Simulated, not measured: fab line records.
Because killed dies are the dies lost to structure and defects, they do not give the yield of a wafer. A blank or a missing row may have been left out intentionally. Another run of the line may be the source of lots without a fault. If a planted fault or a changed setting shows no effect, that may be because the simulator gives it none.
fab line records | flow nandHarc
record lots=5 | wafers=14 | lastDay=33
route steps=1302 shown A_WL_FILL@963 END@1302
lots that met no fault: taken from a fault-free run of the same line
startH: start of the lot's first displayed wafer, in hours after the record's first day | waitH: hours since the lot's step before | " same as the row above | L1.1+2: several wafers, shown together as one row | - no value, or no start was given | * or withheld: withheld | < > ~ a bound
route shown NAME@n: a module of which the file shows steps, and the number in the route of the first | usual: mean and standard deviation over wafers with no fault | same: alike in all rows | chamber/n: place in a boat | sites: the reading at each site | _std_site: the standard deviation of these | _edge_site: mean of outer sites minus mean of inner sites | radiusMm: how far each site lies from the wafer's centre | mask NAME#n: copy n | behind: the tool/chamber that last shaped the wafer | hold: why the lot was held/for how many hours/how that ended | device: names the non-switching transistor (n, p or np) | end of line: tests run on the same wafers once the route is complete | where a step has no rows: the recipe by itself | killed: dies that structure and defects cost at the first sort, which is not the same as the wafer's yield | map: the dies of a wafer, with x for killed, . for not killed, _ for no die there
set.NAME: setting as actually run; set.NAME@STEP: the setting as run at that earlier step | model.NAME: the simulator's own value behind a step, which no gauge read
lots seen at some steps along the route; tables by step, rows by wafer
services: the hour from which a tool's chamber was out of use, counted from the record's first day as startH (under 0 if before that day), plus the number of hours and why
## steps
# step NHARC_A_WL_FILL_ANNEAL_08
# recipe tempC=450 | timeS=1800
# step NHARC_A_WL_FILL_ALD_10
# recipe targetThkA=500 | pulseTimeS=10 | aldCycles=500 | tempC=300 | material=SiO2
# usual aldCycles=500/0 | heaterPowerW=485/39 | precursorPulseHeightRel=1.001/0.021
lot.wafer | tool     | chamber | startH | waitH | aldCycles | heaterPowerW | precursorPulseHeightRel
L578.3    | aldHk-04 | 3       | 460.81 | 0.6   | 500       | 443          | 0.993
L578.6    | "        | 2       | 462.36 | 2.1   | 500       | 518          | 1.014
L578.5    | "        | 3       | "      | "     | 500       | 457          | 1.002
L582.4    | aldHk-02 | 0       | 505.98 | 1.1   | 500       | 453          | 1.026
L582.2    | "        | 1       | "      | "     | 500       | 523          | 1.013
L582.6    | "        | 2       | "      | "     | 500       | 482          | 1.019
L593.2    | aldHk-03 | 0       | 619.86 | 2.1   | 500       | 507          | 0.967
L593.5    | "        | 3       | 622.92 | 5.2   | 500       | 492          | 0.991
L599.4    | aldHk-04 | 1       | 675.52 | 0.1   | 500       | 512          | 1.000
L599.1    | "        | 2       | "      | "     | 500       | 500          | 1.030
L599.5    | "        | 1       | 677.55 | 2.1   | 500       | 519          | 0.987
L600.3    | aldHk-03 | 0       | 689.03 | 0.6   | 500       | 496          | 0.988
L600.4    | "        | 2       | 690.05 | 1.6   | 500       | 464          | 1.050
L600.5    | "        | 0       | 691.07 | 2.6   | 500       | 490          | 1.001
# step NHARC_A_WL_FILL_ETCHBACK_16
# recipe targetDepthA=1200 | timeS=24 | c4f8FlowSccm=withheld | o2FlowSccm=8 | arFlowSccm=withheld | rfW=600 | biasW=800 | chemistry=C4F8/O2/Ar
# usual oesProductAu=0.98/0.034 | rfVppV=721/3.4
# same timeS=24
lot.wafer | tool       | chamber | startH | waitH | oesProductAu | rfHoursCounterH | rfVppV
L578.3    | rieDiel-13 | 2       | -      | -     | 1.02         | 5.6             | 718
L578.6    | "          | 2       | "      | "     | 1.02         | -               | 719
L578.5    | "          | 3       | "      | "     | 1.02         | -               | 723
L582.2    | rieDiel-13 | 2       | -      | -     | 0.99         | 8.5             | 718
L582.4    | "          | 1       | "      | "     | 0.98         | 9.8             | 724
L582.6    | "          | 3       | "      | "     | 0.97         | -               | 724
L593.2    | rieDiel-03 | 3       | -      | -     | 0.93         | 4.5             | 719
L593.5    | "          | 0       | "      | "     | 0.92         | -               | 721
L599.4    | rieDiel-13 | 1       | -      | -     | 0.94         | 7.8             | 725
L599.1    | "          | 3       | "      | "     | 0.93         | 7.9             | 721
L599.5    | "          | 2       | "      | "     | 0.94         | -               | 717
L600.3    | rieDiel-02 | 1       | -      | -     | 0.98         | 3.1             | 717
L600.4    | "          | 3       | "      | "     | 0.99         | 3.6             | 725
L600.5    | "          | 0       | "      | "     | 0.97         | -               | 727
# step NHARC_A_WL_FILL_STRIP_29
# recipe timeS=20 | o2FlowSccm=500 | arFlowSccm=0 | biasW=0 | chemistry=O2
# usual drypumpMotorCurrentA=5.7/0.45 | oesProductAu=1.005/0.013 | rfVppV=57.7/0.8 | showerheadPlenumPTorr=3.45/0.11 | throttleValvePct=17.037/0.0093
# same timeS=20
lot.wafer | tool       | chamber | startH | waitH | drypumpMotorCurrentA | oesProductAu | rfHoursCounterH | rfVppV | showerheadPlenumPTorr | throttleValvePct
L578.3    | rieDiel-13 | 2       | 465.06 | 0.1   | 5.8                  | 1.016        | 5.6             | 58.1   | 3.37                  | 17.030
L578.6    | "          | 1       | "      | "     | 5.8                  | 1.009        | -               | 58.0   | 3.58                  | 17.023
L578.5    | "          | 2       | "      | "     | 5.8                  | 1.009        | -               | 56.7   | 3.37                  | 17.021
L582.4    | rieDiel-13 | 0       | 509.69 | 0.1   | 5.5                  | 1.002        | 9.4             | 57.3   | 3.54                  | 17.043
L582.2    | "          | 3       | "      | "     | 6.8                  | 1.010        | 7.8             | 58.7   | 3.53                  | 17.028
L582.6    | "          | 1       | "      | "     | 5.8                  | 1.002        | -               | 57.9   | 3.57                  | 17.026
L593.2    | rieDiel-03 | 2       | 625.60 | 0.1   | 5.0                  | 1.008        | 4.5             | 57.4   | 3.32                  | 17.047
L593.5    | "          | 1       | "      | "     | 5.2                  | 1.011        | -               | 58.2   | 3.30                  | 17.057
L599.4    | rieDiel-13 | 1       | 680.21 | 0.1   | 5.8                  | 1.015        | 7.8             | 57.2   | 3.57                  | 17.038
L599.1    | "          | 2       | "      | "     | 5.8                  | 1.011        | 8.2             | 56.5   | 3.36                  | 17.032
L599.5    | "          | 2       | "      | "     | 5.8                  | 1.014        | -               | 58.2   | 3.36                  | 17.024
L600.3    | rieDiel-02 | 2       | 693.24 | 0.1   | 5.4                  | 0.997        | 3.5             | 57.2   | 3.42                  | 17.022
L600.4    | "          | 3       | "      | "     | 5.6                  | 1.007        | 3.6             | 57.0   | 3.57                  | 17.024
L600.5    | "          | 2       | "      | "     | 5.4                  | 1.004        | -               | 56.8   | 3.42                  | 17.054
# step NHARC_A_WL_FILL_ETCHBACK_17
# recipe targetDepthA=40 | timeS=26.7 | chemistry=Cl2/BCl3
# usual drypumpMotorCurrentA=5.6/0.56 | oesProductAu=1.004/0.01
# same timeS=26.7
lot.wafer | tool        | chamber | startH | waitH | drypumpMotorCurrentA | oesProductAu | rfHoursCounterH
L578.3    | rieMetal-01 | 1       | 465.20 | -     | 5.8                  | 1.000        | -
L578.6    | "           | 0       | "      | "     | 6.4                  | 1.008        | -
L578.5    | "           | 1       | "      | "     | 5.9                  | 1.005        | -
L582.2    | rieMetal-01 | 1       | 509.78 | -     | 5.9                  | 0.994        | 1.8
L582.4    | "           | 0       | "      | "     | 6.4                  | 1.015        | -
L582.6    | "           | 1       | "      | "     | 5.9                  | 0.997        | -
L593.2    | rieMetal-02 | 1       | 625.70 | -     | 6.0                  | 1.008        | 2.6
L593.5    | "           | 1       | "      | "     | 6.0                  | 1.006        | -
L599.1    | rieMetal-03 | 1       | 680.30 | -     | 4.7                  | 1.006        | 2.6
L599.4    | "           | 1       | "      | "     | 4.7                  | 1.005        | -
L599.5    | "           | 0       | "      | "     | 5.1                  | 1.006        | -
L600.3    | rieMetal-02 | 0       | 693.36 | -     | 5.5                  | 0.985        | -
L600.4    | "           | 1       | "      | "     | 6.0                  | 1.007        | -
L600.5    | "           | 0       | "      | "     | 5.5                  | 0.977        | -
# step NHARC_A_WL_FILL_PRECLEAN_18
# recipe timeS=30 | chemistry=dHF
# step NHARC_A_WL_FILL_SRD_21
# step NHARC_A_WL_FILL_CVD_23
# recipe targetThkA=400 | tempC=620 | pressureMtorr=200 | timeS=800 | material=poly-Si
# step NHARC_A_WL_FILL_ETCHBACK_26
# recipe targetDepthA=520 | timeS=13.3 | hbrFlowSccm=150 | rfW=350 | icpW=350 | biasW=60 | chemistry=HBr
# usual drypumpMotorCurrentA=5.9/0.48 | oesProductAu=0.999/0.009 | throttleValvePct=23.267/0.0094
# same timeS=13.3
lot.wafer | tool     | chamber | startH | waitH | drypumpMotorCurrentA | oesProductAu | rfHoursCounterH | throttleValvePct
L578.3    | rieSi-02 | 1       | 470.26 | 0.4   | 6.1                  | 1.000        | 0.0             | 23.269
L578.5    | "        | 3       | "      | "     | 5.5                  | 0.992        | -               | 23.261
L578.6    | "        | 0       | "      | "     | 5.2                  | 1.014        | -               | 23.279
L582.4    | rieSi-01 | 3       | 514.91 | 0.4   | 6.1                  | 0.993        | 0.9             | 23.259
L582.2    | "        | 1       | "      | "     | 5.5                  | 0.985        | 0.9             | 23.276
L582.6    | "        | 3       | "      | "     | 6.1                  | 0.994        | -               | 23.267
L593.2    | rieSi-02 | 0       | 630.83 | 0.4   | 5.2                  | 1.005        | 1.0             | 23.266
L593.5    | "        | 0       | "      | "     | 5.2                  | 1.005        | -               | 23.271
L599.1    | rieSi-02 | 0       | 685.46 | 0.4   | 5.2                  | 0.998        | 0.3             | 23.263
L599.4    | "        | 1       | "      | "     | 6.1                  | 0.986        | 0.3             | 23.273
L599.5    | "        | 0       | "      | "     | 5.2                  | 1.002        | -               | 23.258
L600.4    | rieSi-02 | 0       | 698.55 | 0.4   | 5.2                  | 1.001        | 0.3             | 23.267
L600.3    | "        | 1       | "      | "     | 6.1                  | 0.994        | 0.3             | 23.264
L600.5    | "        | 0       | "      | "     | 5.2                  | 0.998        | -               | 23.268
# step NHARC_A_WL_FILL_PRECLEAN_30
# recipe timeS=10 | chemistry=dHF
# step NHARC_A_WL_FILL_SRD_14
# step NHARC_A_WL_FILL_ALD_19
# recipe targetThkA=20 | pulseTimeS=3 | aldCycles=100 | tempC=450 | material=TiN
# usual aldCycles=100/0 | heaterPowerW=1090/120 | precursorPulseHeightRel=1.001/0.02
lot.wafer | tool        | chamber | startH | waitH | aldCycles | heaterPowerW | precursorPulseHeightRel
L578.3    | aldMetal-02 | 0       | 470.57 | 0.2   | 100       | 1059         | 0.991
L578.5    | "           | 1       | "      | "     | 100       | 935          | 0.985
L578.6    | "           | 2       | "      | "     | 100       | 1290         | 1.022
L582.4    | aldMetal-01 | 2       | 515.17 | 0.1   | 100       | 989          | 0.973
L582.2    | "           | 1       | "      | "     | 100       | 1076         | 0.980
L582.6    | "           | 2       | "      | "     | 100       | 996          | 0.966
L593.2    | aldMetal-01 | 3       | 631.15 | 0.2   | 100       | 1399         | 1.014
L593.5    | "           | 0       | "      | "     | 43        | 1015         | 1.024
L599.4    | aldMetal-03 | 1       | 685.71 | 0.1   | 100       | 1051         | 1.014
L599.1    | "           | 3       | "      | "     | 100       | 1068         | 0.959
L599.5    | "           | 1       | "      | "     | 100       | 1051         | 1.028
L600.3    | aldMetal-02 | 2       | 698.81 | 0.1   | 100       | 1216         | 1.002
L600.4    | "           | 0       | "      | "     | 100       | 1017         | 1.006
L600.5    | "           | 2       | "      | "     | 100       | 1247         | 1.033
# step NHARC_A_WL_FILL_CVD_20
# recipe targetThkA=1000 | tempC=400 | pressureTorr=40 | wf6FlowSccm=40 | h2FlowSccm=1600 | arFlowSccm=1560 | timeS=74 | material=W
# step NHARC_END_SORT_01
# recipe tempC=25
# usual killedAtArray=55/20 | killedAtOther=1.1/1.2 | killedAtPeriphery=3.8/2.8 | killedDies=60/19 | killedOpen=3.4/1.9 | killedShort=2.2/1.5
# same grossDies=677
lot.wafer | tool      | chamber | startH | waitH | killedAtArray | killedAtOther | killedAtPeriphery | killedDies | killedOpen | killedShort
L593.5    | prober-02 | 0       | 708.52 | 3.7   | 673           | 1             | 3                 | 677        | 1          | 2
# killed by level:class
L593.5 A_WL_FILL:areaAld=596 A_SLIT:chamberFilmFlake=35 A_CHANNEL_HOLE_D1:chamberFilmFlake=33 A_DECK1_JOINT:chamberFilmFlake=3 P_GATE:chamberFilmFlake=2 A_ZERO_WELL:chamberFilmFlake=2 P_M0:geometricParticle:open=1 A_SOURCE_PLATE:geometricParticle:short=1
# map L593.5 (x killed, . not)
____________x____________
_________xxxxxxx_________
_______xxxxxxxxxxx_______
______xxxxxxxxxxxxx______
_____xxxxxxxxxxxxxxx_____
____xxxxxxxxxxxxxxxxx____
____xxxxxxxxxxxxxxxxx____
___xxxxxxxxxxxxxxxxxxx___
___xxxxxxxxxxxxxxxxxxx___
__xxxxxxxxxxxxxxxxxxxxx__
__xxxxxxxxxxxxxxxxxxxxx__
_xxxxxxxxxxxxxxxxxxxxxxx_
_xxxxxxxxxxxxxxxxxxxxxxx_
_xxxxxxxxxxxxxxxxxxxxxxx_
_xxxxxxxxxxxxxxxxxxxxxxx_
_xxxxxxxxxxxxxxxxxxxxxxx_
xxxxxxxxxxxxxxxxxxxxxxxxx
xxxxxxxxxxxxxxxxxxxxxxxxx
xxxxxxxxxxxxxxxxxxxxxxxxx
xxxxxxxxxxxxxxxxxxxxxxxxx
xxxxxxxxxxxxxxxxxxxxxxxxx
_xxxxxxxxxxxxxxxxxxxxxxx_
_xxxxxxxxxxxxxxxxxxxxxxx_
_xxxxxxxxxxxxxxxxxxxxxxx_
_xxxxxxxxxxxxxxxxxxxxxxx_
_xxxxxxxxxxxxxxxxxxxxxxx_
__xxxxxxxxxxxxxxxxxxxxx__
__xxxxxxxxxxxxxxxxxxxxx__
___xxxxxxxxxxxxxxxxxxx___
___xxxxxxxxxxxxxxxxxxx___
____xxxxxxxxxxxxxxxxx____
____xxxxxxxxxxxxxxxxx____
_____xxxxxxxxxxxxxxx_____
______xxxxxxxxxxxxx______
_______xxxxxxxxxxx_______
_________xxxxxxx_________
____________x____________
# map L582.2 (x killed, . not)
____________.____________
_________......._________
_______.x........._______
______..........x..______
_____..............._____
____.............x...____
____................x____
___...................___
___..............x....___
__.....................__
__.....................__
_...................x..._
_...x..................._
_...............x......._
_......................._
_.............x........._
..x......................
..x......................
.........x...............
.....x.xx................
.....xxxx....x...........
_...xxxxxx.............._
_..xxxxxxx.............._
_...xxxxxxx........x...._
_...xxxxxxx............._
_...xx.xxxx............._
__.x..xx..x....x.......__
__...xxxx..............__
___....x..............___
___..x................___
____.................____
____....x............____
_____..............._____
______.............______
_______..........._______
_________......._________
____________.____________
## services
tool        | chamber | startH | hours | kind
rieSi-02    | -       | 454.00 | 9.0   | pm
rieDiel-13  | 3       | 487.95 | 12.3  | repair
aldMetal-02 | -       | 505.12 | 1.4   | repair
rieDiel-13  | 2       | 513.03 | 6.6   | repair
rieDiel-13  | -       | 519.01 | 9.0   | pm
rieDiel-02  | 2       | 536.49 | 5.5   | repair
rieMetal-01 | 1       | 544.51 | 22.6  | repair
rieDiel-13  | -       | 545.98 | 0.5   | repair
rieDiel-02  | 3       | 553.18 | 4.2   | repair
rieDiel-13  | 0       | 554.24 | 5.2   | repair
aldMetal-02 | 3       | 561.23 | 19.5  | repair
rieDiel-02  | -       | 570.70 | 9.0   | pm
rieMetal-01 | -       | 575.00 | 9.0   | pm
aldMetal-02 | -       | 576.03 | 0.5   | repair
rieMetal-01 | 1       | 593.67 | 2.4   | repair
aldMetal-02 | -       | 610.00 | 10.0  | pm
aldHk-04    | -       | 613.29 | 10.0  | pm
rieSi-02    | -       | 631.00 | 9.0   | pm
aldMetal-02 | -       | 640.54 | 1.1   | repair
rieDiel-13  | -       | 661.33 | 0.4   | repair
aldMetal-02 | 0       | 675.99 | 16.7  | repair
aldMetal-02 | -       | 678.86 | 1.1   | repair
rieMetal-01 | 1       | 679.62 | 18.0  | repair
rieDiel-13  | -       | 696.01 | 9.0   | pm
## key
firstSign step=NHARC_A_WL_FILL_ALD_19 | reading=aldCycles | direction=down | sigmas=99+ | usual=100 | struck=43
effect step=NHARC_END_SORT_01 | reading=killedDies | direction=up | sigmas=32 | usual=60 | struck=677
moreKillsBornAt NHARC_A_WL_FILL_ALD_19@aldMetal-01=596
metAt NHARC_A_WL_FILL_ALD_19
struckWafers L593.5
laterRowsLeftOut L593.5
testerLeftOut L593
onsetBetween 515.17 631.15
fault kind=processParameterDrift | tool=aldMetal-01 | chamber=- | onsetH=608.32 | steps=NHARC_A_WL_FILL_ALD_19 | channel=aldCycles | offset=-57 | shape=step | endH=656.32 | scope=struckWafersOnly | actsIn=theseRecipesOnly | stated=100
# testerLeftOut: of these lots the tester's yield and bins aren't shown, on N5 and GAA mostly nor the transistor test; their killed dies are dies lost to structure and defects alone, not to doping, threshold or leakage, so they don't give the yield
# laterRowsLeftOut: the simulator's readings of these wafers behind a module that went badly wrong aren't trusted and aren't shown, but for the sort
